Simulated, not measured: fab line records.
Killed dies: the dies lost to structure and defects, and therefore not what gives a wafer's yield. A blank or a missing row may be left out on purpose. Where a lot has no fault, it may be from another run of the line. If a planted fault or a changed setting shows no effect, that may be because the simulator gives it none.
Which of the tools did it? / flow nandHarc / 12 lots, 36 wafers sampled, at 6 steps of a route of 1302

WHAT THE GAUGES SHOWED, per wafer
NHARC_A_DECK1_JOINT_INSPECT_05. Usual: rawDefectCount 320, standard deviation 100.
lot=L833; measured=day 12 12:48; on=defectInspect-02; rawDefectCount=195 210 158; flag=
lot=L836; measured=day 13 10:40; on=defectInspect-01; rawDefectCount=280 314 385; flag=
lot=L837; measured=day 13 17:37; on=defectInspect-02; rawDefectCount=577 477 575; flag=
lot=L838; measured=day 14 10:23; on=defectInspect-01; rawDefectCount=308 325 382; flag=
lot=L841; measured=day 15 20:16; on=defectInspect-01; rawDefectCount=328 295 226; flag=
lot=L842; measured=day 16 12:17; on=defectInspect-01; rawDefectCount=415 332 320; flag=
lot=L847; measured=day 18 16:47; on=defectInspect-02; rawDefectCount=491 446 399; flag=
lot=L850; measured=day 19 17:51; on=defectInspect-01; rawDefectCount=426 285 349; flag=
lot=L852; measured=day 19 20:27; on=defectInspect-01; rawDefectCount=251 369 170; flag=
lot=L854; measured=day 21 15:55; on=defectInspect-02; rawDefectCount=205 134 272; flag=
lot=L855; measured=day 22 00:23; on=defectInspect-02; rawDefectCount=218 444 306; flag=
lot=L856; measured=day 22 04:29; on=defectInspect-01; rawDefectCount=458 393 303; flag=

NHARC_A_ONON_D2_THK_MEAS_30: measures by ellipsometry. Usual: thkNm 1002 nm, standard deviation 8.5.
lot=L833; measured=day 13 01:17; on=filmMetro-02; thkNm (nm)=1004 1005 1004; flag=
lot=L836; measured=day 14 01:58; on=filmMetro-01; thkNm (nm)=995 993 994; flag=
lot=L837; measured=day 14 06:07; on=filmMetro-01; thkNm (nm)=1010 1011 1013; flag=
lot=L838; measured=day 14 23:16; on=filmMetro-01; thkNm (nm)=990 990 989; flag=
lot=L841; measured=day 16 09:05; on=filmMetro-02; thkNm (nm)=1012 1011 1011; flag=
lot=L842; measured=day 17 00:44; on=filmMetro-01; thkNm (nm)=1009 1009 1011; flag=
lot=L847; measured=day 19 05:37; on=filmMetro-01; thkNm (nm)=998 997 999; flag=
lot=L850; measured=day 20 06:23; on=filmMetro-02; thkNm (nm)=1594 1593 1595; flag=OFF
lot=L852; measured=day 20 06:45; on=filmMetro-02; thkNm (nm)=1608 1611 1609; flag=OFF
lot=L854; measured=day 22 04:44; on=filmMetro-01; thkNm (nm)=1006 1007 1006; flag=
lot=L855; measured=day 22 15:26; on=filmMetro-02; thkNm (nm)=1002 1001 1001; flag=
lot=L856; measured=day 22 15:26; on=filmMetro-01; thkNm (nm)=985 984 985; flag=

NHARC_END_SORT_01. Usual: killedAtArray 51, standard deviation 18; killedAtOther 1.0, standard deviation 1.2; killedAtPeriphery 3.7, standard deviation 2.9; killedDies 55, standard deviation 19; killedOpen 3.5, standard deviation 1.9; killedShort 2.6, standard deviation 1.6.
lot=L850; measured=day 31 19:50; on=prober-01; killedAtArray=676 673 674; killedAtOther=0 0 0; killedAtPeriphery=1 4 3; killedDies=677 677 677; killedOpen=1 4 0; killedShort=3 2 0; flag=OFF
lot=L852; measured=day 31 20:42; on=prober-02; killedAtArray=669 673 673; killedAtOther=3 4 3; killedAtPeriphery=5 0 1; killedDies=677 677 677; killedOpen=6 1 3; killedShort=7 3 4; flag=OFF

WHICH TOOL RAN EACH LOT (tool, then ch and the chambers of the sampled wafers, then the start)
lot=L833; NHARC_A_ONON_D2_DEP_28=pecvdOnon-03 ch 0, day 13 00:49; NHARC_A_CHANNEL_HOLE_D2_DEP_01=pecvd-04 ch 0,1,2, day 13 03:51; NHARC_A_CHANNEL_HOLE_D2_DESCUM_15=rieDiel-02 ch 0,1,2, day 13 04:51
lot=L836; NHARC_A_ONON_D2_DEP_28=pecvdOnon-01 ch 0, day 14 01:31; NHARC_A_CHANNEL_HOLE_D2_DEP_01=pecvd-04 ch 0,1,2, day 14 06:41; NHARC_A_CHANNEL_HOLE_D2_DESCUM_15=rieDiel-02 ch 0,1,2, day 14 07:34
lot=L837; NHARC_A_ONON_D2_DEP_28=pecvdOnon-02 ch 0, day 14 05:37; NHARC_A_CHANNEL_HOLE_D2_DEP_01=pecvd-02 ch 1,2, day 14 12:08; NHARC_A_CHANNEL_HOLE_D2_DESCUM_15=rieDiel-05 ch 1,2,3, day 14 12:59
lot=L838; NHARC_A_ONON_D2_DEP_28=pecvdOnon-03 ch 0, day 14 22:49; NHARC_A_CHANNEL_HOLE_D2_DEP_01=pecvd-03 ch 0,1, day 15 01:52; NHARC_A_CHANNEL_HOLE_D2_DESCUM_15=rieDiel-02 ch 1,2, day 15 02:35
lot=L841; NHARC_A_ONON_D2_DEP_28=pecvdOnon-01 ch 0, day 16 08:34; NHARC_A_CHANNEL_HOLE_D2_DEP_01=pecvd-02 ch 0,1,2, day 16 11:41; NHARC_A_CHANNEL_HOLE_D2_DESCUM_15=rieDiel-12 ch 1,2, day 16 12:35
lot=L842; NHARC_A_ONON_D2_DEP_28=pecvdOnon-03 ch 0, day 17 00:14; NHARC_A_CHANNEL_HOLE_D2_DEP_01=pecvd-03 ch 0,1,2, day 17 03:51; NHARC_A_CHANNEL_HOLE_D2_DESCUM_15=rieDiel-02 ch 0,1,2, day 17 04:47
lot=L847; NHARC_A_ONON_D2_DEP_28=pecvdOnon-02 ch 0, day 19 05:07; NHARC_A_CHANNEL_HOLE_D2_DEP_01=pecvd-03 ch 1,2, day 19 10:44; NHARC_A_CHANNEL_HOLE_D2_DESCUM_15=rieDiel-12 ch 0,1,3, day 19 11:32
lot=L850; NHARC_A_ONON_D2_DEP_28=pecvdOnon-03 ch 0, day 20 05:53; NHARC_A_CHANNEL_HOLE_D2_DEP_01=-; NHARC_A_CHANNEL_HOLE_D2_DESCUM_15=-
lot=L852; NHARC_A_ONON_D2_DEP_28=pecvdOnon-03 ch 0, day 20 06:18; NHARC_A_CHANNEL_HOLE_D2_DEP_01=-; NHARC_A_CHANNEL_HOLE_D2_DESCUM_15=-
lot=L854; NHARC_A_ONON_D2_DEP_28=pecvdOnon-01 ch 0, day 22 04:17; NHARC_A_CHANNEL_HOLE_D2_DEP_01=pecvd-03 ch 0,2, day 22 07:15; NHARC_A_CHANNEL_HOLE_D2_DESCUM_15=rieDiel-12 ch 2,3, day 22 08:09
lot=L855; NHARC_A_ONON_D2_DEP_28=pecvdOnon-01 ch 0, day 22 15:02; NHARC_A_CHANNEL_HOLE_D2_DEP_01=pecvd-02 ch 0,2, day 22 19:57; NHARC_A_CHANNEL_HOLE_D2_DESCUM_15=rieDiel-12 ch 0,2,3, day 22 20:49
lot=L856; NHARC_A_ONON_D2_DEP_28=pecvdOnon-02 ch 0, day 22 15:02; NHARC_A_CHANNEL_HOLE_D2_DEP_01=pecvd-04 ch 1,2, day 22 18:02; NHARC_A_CHANNEL_HOLE_D2_DESCUM_15=rieDiel-12 ch 0,2,3, day 22 18:47
- NHARC_A_ONON_D2_DEP_28: target thk 1000 nm.
- NHARC_A_CHANNEL_HOLE_D2_DEP_01: deposits SiON, target thk 140 nm.
- NHARC_A_CHANNEL_HOLE_D2_DESCUM_15: chemistry O2, time 3 s.

AS READ BY THE TOOLS THEMSELVES (means over the sampled wafers that have a number; for cases with no such wafer, the mark the record gives instead)
NHARC_A_ONON_D2_DEP_28. Usual: nh3FlowSccm 500.0 sccm, standard deviation 1.5; sih4FlowSccm 209.8 sccm, standard deviation 0.75.
lot=L833; tool=pecvdOnon-03; nh3FlowSccm (sccm)=499.3; sih4FlowSccm (sccm)=209.7; flag=
lot=L836; tool=pecvdOnon-01; nh3FlowSccm (sccm)=499.4; sih4FlowSccm (sccm)=209.3; flag=
lot=L837; tool=pecvdOnon-02; nh3FlowSccm (sccm)=499.4; sih4FlowSccm (sccm)=209.7; flag=
lot=L838; tool=pecvdOnon-03; nh3FlowSccm (sccm)=500.6; sih4FlowSccm (sccm)=210.8; flag=
lot=L841; tool=pecvdOnon-01; nh3FlowSccm (sccm)=499.2; sih4FlowSccm (sccm)=210.3; flag=
lot=L842; tool=pecvdOnon-03; nh3FlowSccm (sccm)=498.6; sih4FlowSccm (sccm)=209.9; flag=
lot=L847; tool=pecvdOnon-02; nh3FlowSccm (sccm)=500.3; sih4FlowSccm (sccm)=209.7; flag=
lot=L850; tool=pecvdOnon-03; nh3FlowSccm (sccm)=500.2; sih4FlowSccm (sccm)=210.0; flag=
lot=L852; tool=pecvdOnon-03; nh3FlowSccm (sccm)=500.0; sih4FlowSccm (sccm)=210.7; flag=
lot=L854; tool=pecvdOnon-01; nh3FlowSccm (sccm)=499.3; sih4FlowSccm (sccm)=209.0; flag=
lot=L855; tool=pecvdOnon-01; nh3FlowSccm (sccm)=498.3; sih4FlowSccm (sccm)=210.2; flag=
lot=L856; tool=pecvdOnon-02; nh3FlowSccm (sccm)=497.4; sih4FlowSccm (sccm)=209.9; flag=

NHARC_A_CHANNEL_HOLE_D2_DEP_01. Usual: heaterPowerW 699 W, standard deviation 86.
lot=L833; tool=pecvd-04; heaterPowerW (W)=681; flag=
lot=L836; tool=pecvd-04; heaterPowerW (W)=696; flag=
lot=L837; tool=pecvd-02; heaterPowerW (W)=681; flag=
lot=L838; tool=pecvd-03; heaterPowerW (W)=873; flag=
lot=L841; tool=pecvd-02; heaterPowerW (W)=713; flag=
lot=L842; tool=pecvd-03; heaterPowerW (W)=747; flag=
lot=L847; tool=pecvd-03; heaterPowerW (W)=694; flag=
lot=L854; tool=pecvd-03; heaterPowerW (W)=696; flag=
lot=L855; tool=pecvd-02; heaterPowerW (W)=711; flag=
lot=L856; tool=pecvd-04; heaterPowerW (W)=697; flag=

NHARC_A_CHANNEL_HOLE_D2_DESCUM_15. Usual: drypumpMotorCurrentA 5.6 A, standard deviation 0.42; oesProductAu 1.001 a.u., standard deviation 0.011; rfVppV 57.9 V, standard deviation 0.8; showerheadPlenumPTorr 1.90 Torr, standard deviation 0.069; throttleValvePct 11.312 %, standard deviation 0.0094.
lot=L833; tool=rieDiel-02; drypumpMotorCurrentA (A)=5.4; oesProductAu (a.u.)=1.000; rfVppV (V)=58.5; showerheadPlenumPTorr (Torr)=1.92; throttleValvePct (%)=11.319; flag=
lot=L836; tool=rieDiel-02; drypumpMotorCurrentA (A)=5.4; oesProductAu (a.u.)=1.004; rfVppV (V)=58.2; showerheadPlenumPTorr (Torr)=1.92; throttleValvePct (%)=11.315; flag=
lot=L837; tool=rieDiel-05; drypumpMotorCurrentA (A)=5.6; oesProductAu (a.u.)=1.003; rfVppV (V)=57.5; showerheadPlenumPTorr (Torr)=1.91; throttleValvePct (%)=11.318; flag=
lot=L838; tool=rieDiel-02; drypumpMotorCurrentA (A)=5.5; oesProductAu (a.u.)=1.000; rfVppV (V)=58.5; showerheadPlenumPTorr (Torr)=1.88; throttleValvePct (%)=11.324; flag=
lot=L841; tool=rieDiel-12; drypumpMotorCurrentA (A)=5.7; oesProductAu (a.u.)=0.988; rfVppV (V)=57.1; showerheadPlenumPTorr (Torr)=1.95; throttleValvePct (%)=11.305; flag=
lot=L842; tool=rieDiel-02; drypumpMotorCurrentA (A)=5.4; oesProductAu (a.u.)=0.996; rfVppV (V)=58.2; showerheadPlenumPTorr (Torr)=1.92; throttleValvePct (%)=11.310; flag=
lot=L847; tool=rieDiel-12; drypumpMotorCurrentA (A)=5.7; oesProductAu (a.u.)=0.993; rfVppV (V)=58.1; showerheadPlenumPTorr (Torr)=1.89; throttleValvePct (%)=11.309; flag=
lot=L854; tool=rieDiel-12; drypumpMotorCurrentA (A)=5.8; oesProductAu (a.u.)=1.012; rfVppV (V)=58.2; showerheadPlenumPTorr (Torr)=1.90; throttleValvePct (%)=11.311; flag=
lot=L855; tool=rieDiel-12; drypumpMotorCurrentA (A)=5.9; oesProductAu (a.u.)=1.004; rfVppV (V)=57.3; showerheadPlenumPTorr (Torr)=1.86; throttleValvePct (%)=11.312; flag=
lot=L856; tool=rieDiel-12; drypumpMotorCurrentA (A)=5.9; oesProductAu (a.u.)=1.010; rfVppV (V)=57.6; showerheadPlenumPTorr (Torr)=1.86; throttleValvePct (%)=11.315; flag=

THE ANSWER, worked out from the rows above alone
Rule: take the mean of a lot's wafers that have a number; if it is more than 3 standard deviations from the usual mean, the lot is off. A lot without any number at a reading at which 4 lots or more have one is off too. Where the step has rows for the other lots, those lots are counted as sound. First the gauges in route order, then the tools' own readings, where a lot's mean is used as printed above. At the first step where some lot is off, the reading lying furthest off is the one used; lots without a number count as furthest.
Off at NHARC_A_ONON_D2_THK_MEAS_30 (thkNm): L850, L852.
A tool fits if, at a process step before that reading, it ran every lot that is off, and no sound lot after the first of them. Not tried: the gauges at NHARC_A_ONON_D2_THK_MEAS_30; whatever is off there is also off at NHARC_END_SORT_01, on other tools, and gauge error can't account for it. One fits: pecvdOnon-03 at NHARC_A_ONON_D2_DEP_28. Its last sound lot is L842 (day 17 00:14), its first lot that is off L850 (day 20 05:53): a fault that began between those two fits.

WHAT HAD BEEN PUT IN BY THE SIMULATOR
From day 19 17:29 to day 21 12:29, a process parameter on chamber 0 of pecvdOnon-03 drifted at NHARC_A_ONON_D2_DEP_28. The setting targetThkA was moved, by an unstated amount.
Lots struck among those shown: L850, L852. Same finding as the rule above.
